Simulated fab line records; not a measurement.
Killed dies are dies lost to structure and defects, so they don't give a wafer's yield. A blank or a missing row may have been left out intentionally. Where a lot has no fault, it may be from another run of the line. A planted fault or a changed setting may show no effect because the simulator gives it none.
Check of tool commonality ; flow nandHarc ; Sample size 13 lots and 39 wafers

REASON IT WAS OPENED
Flagged at NHARC_A_ONON_D1_THK_MEAS_18: reading thkNm, on 2 of 13 lots. Wafers without a fault read 1001 nm, standard deviation 9.5.
Rule: flag the lot when none of its wafers has a number, or when each of its wafers that has one lies beyond 4 standard deviations from that mean. As for the other lots, they are considered sound.

lot;measured;on;thkNm (nm), wafer by wafer;flag
L408;day 8 12:58;filmMetro-01;1004 1003 1005;
L409;day 9 02:47;filmMetro-01;998 998 999;
L410;day 9 03:08;filmMetro-02;1015 1015 1013;
L412;day 9 23:31;filmMetro-01;988 989 989;
L414;day 10 17:32;filmMetro-01;1016 1016 1018;
L413;day 10 17:47;filmMetro-02;1009 1008 1008;
L418;day 12 18:25;filmMetro-01;1011 1010 1011;
L419;day 13 07:01;filmMetro-02;998 996 998;
L420;day 13 10:32;filmMetro-02;1002 1003 1000;
L425;day 15 08:29;filmMetro-02;988 988 987;
L424;day 15 08:30;filmMetro-01;1005 1004 1006;
L428;day 16 16:13;filmMetro-01;680 682 681;FLAGGED
L429;day 17 06:22;filmMetro-01;660 661 660;FLAGGED
On average the flagged lots' numbers are 671 nm, which is -330 nm against the usual, or -35 standard deviations.

WHICH TOOL EACH LOT WENT THROUGH
The record holds 2 process steps before the reading, out of a route of 1302 steps. Every cell lists first the tool, next ch and the chambers used by the sampled wafers, and last the start.
lot;flag;NHARC_A_ZERO_WELL_DESCUM_12;NHARC_A_ONON_D1_DEP_16
L408;;rieDiel-05 ch 2,3, day 7 03:59;pecvdOnon-01 ch 0, day 8 12:27
L409;;rieDiel-05 ch 0,2, day 7 17:56;pecvdOnon-01 ch 0, day 9 02:20
L410;;rieDiel-05 ch 0,3, day 7 19:00;pecvdOnon-01 ch 0, day 9 02:44
L412;;rieDiel-09 ch 0,1,3, day 8 18:51;pecvdOnon-01 ch 0, day 9 23:00
L414;;rieDiel-09 ch 0,1,2, day 9 11:20;pecvdOnon-01 ch 0, day 10 17:02
L413;;rieDiel-12 ch 1,2,3, day 9 08:22;pecvdOnon-04 ch 0, day 10 17:23
L418;;rieDiel-05 ch 1,2,3, day 11 09:47;pecvdOnon-04 ch 0, day 12 17:54
L419;;rieDiel-09 ch 1,2,3, day 11 19:49;pecvdOnon-01 ch 0, day 13 06:41
L420;;rieDiel-09 ch 1,2,3, day 11 23:24;pecvdOnon-03 ch 0, day 13 10:05
L425;;rieDiel-09 ch 0,2,3, day 14 01:37;pecvdOnon-01 ch 0, day 15 07:58
L424;;rieDiel-09 ch 0,3, day 13 23:44;pecvdOnon-04 ch 0, day 15 07:59
L428;FLAGGED;rieDiel-09 ch 0,1, day 15 07:26;pecvdOnon-01 ch 0, day 16 15:53
L429;FLAGGED;rieDiel-09 ch 1,3, day 15 20:29;pecvdOnon-01 ch 0, day 17 05:51
What is done by these steps:
- NHARC_A_ZERO_WELL_DESCUM_12: chemistry O2, time 3 s.
- NHARC_A_ONON_D1_DEP_16: target thk 1000 nm.
- NHARC_A_ONON_D1_THK_MEAS_18: measures by ellipsometry.

FLAGGED AGAINST TOTAL, ONE TOOL AT A TIME (gauges that did the reading follow at the end)
step;tool;lots run;flagged;share of the flagged lots;sound lots run after its first flagged lot
NHARC_A_ZERO_WELL_DESCUM_12;rieDiel-05;4;0;none;-
NHARC_A_ZERO_WELL_DESCUM_12;rieDiel-09;8;2;all;0
NHARC_A_ZERO_WELL_DESCUM_12;rieDiel-12;1;0;none;-
NHARC_A_ONON_D1_DEP_16;pecvdOnon-01;9;2;all;0
NHARC_A_ONON_D1_DEP_16;pecvdOnon-03;1;0;none;-
NHARC_A_ONON_D1_DEP_16;pecvdOnon-04;3;0;none;-
NHARC_A_ONON_D1_THK_MEAS_18;filmMetro-01;8;2;all;0
NHARC_A_ONON_D1_THK_MEAS_18;filmMetro-02;5;0;none;-

WHAT THE TABLE PERMITS
Rows of the table that ran every flagged lot, 3 in all: rieDiel-09 at NHARC_A_ZERO_WELL_DESCUM_12, pecvdOnon-01 at NHARC_A_ONON_D1_DEP_16, filmMetro-01 at NHARC_A_ONON_D1_THK_MEAS_18.
- rieDiel-09 at NHARC_A_ZERO_WELL_DESCUM_12: 2 of its 8 lots flagged. Its last sound lot is L425 (day 14 01:37), its first flagged lot L428 (day 15 07:26): a fault that began between those two fits.
- pecvdOnon-01 at NHARC_A_ONON_D1_DEP_16: 2 of its 9 lots flagged. Its last sound lot is L425 (day 15 07:58), its first flagged lot L428 (day 16 15:53): a fault that began between those two fits.
- filmMetro-01 at NHARC_A_ONON_D1_THK_MEAS_18: 2 of its 8 lots flagged. Its last sound lot is L424 (day 15 08:30), its first flagged lot L428 (day 16 16:13): a fault that began between those two fits.
Counting lots can't tell these 3 tools apart, because each fits a fault that began at some hour. More lots, or a look at what each step does to the wafer, might.

WHAT THE SIMULATOR HAD INSERTED
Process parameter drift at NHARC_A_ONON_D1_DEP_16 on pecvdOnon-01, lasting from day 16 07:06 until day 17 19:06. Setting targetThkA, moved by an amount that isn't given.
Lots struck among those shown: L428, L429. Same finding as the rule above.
